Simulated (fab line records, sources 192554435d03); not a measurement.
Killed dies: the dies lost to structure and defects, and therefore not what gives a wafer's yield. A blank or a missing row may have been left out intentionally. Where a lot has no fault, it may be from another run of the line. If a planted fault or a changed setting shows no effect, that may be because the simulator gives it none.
Matching of chambers    flow n5_finfet    rie_diel-05 running N5_ZERO_LAYER_DESCUM_16: 4 sister chambers
The step chemistry O2, time 7.9 s. 4 wafers are shown with their chamber, then 11 later ones without.

EACH WAFER AND ITS CHAMBER
wafer   chamber  throttle_valve_pct (%)
L083.4  2        20.16
L084.1  0        20.64
L084.4  3        20.87
L088.2  1        19.96

WAFERS MISSING THEIR CHAMBER
wafer   throttle_valve_pct (%)
L088.4  20.89
L088.6  20.65
L090.4  19.96
L090.5  20.20
L090.6  19.96
L096.1  20.68
L096.2  19.96
L096.3  20.21
L097.3  20.68
L097.4  20.68
L097.6  19.97

THE CHAMBER EACH PASSED THROUGH
wafer   from the rows above  in truth
L088.4  3                    3
L088.6  0                    0
L090.4  1                    1
L090.5  2                    2
L090.6  1                    1
L096.1  0                    0
L096.2  1                    1
L096.3  2                    2
L097.3  0                    0
L097.4  0                    0
L097.6  1                    1
11 of 11 placed correctly. From these rows, 0 cannot be placed. 0 placed wrongly.
How it was worked out, from the rows above alone: a wafer's distance from a chamber is the root of the sum, over the readings, of the square of ((its reading less the chamber's mean) divided by the reading's scatter). If the next closest chamber is less than 2 further off than the closest, the wafer can't be placed; otherwise it belongs to the closest. For every chamber, the mean is computed from those of its wafers that are shown. The scatter: with one shown wafer a chamber, the root of the mean of the squares of how far each hidden wafer lies from its nearest shown one.
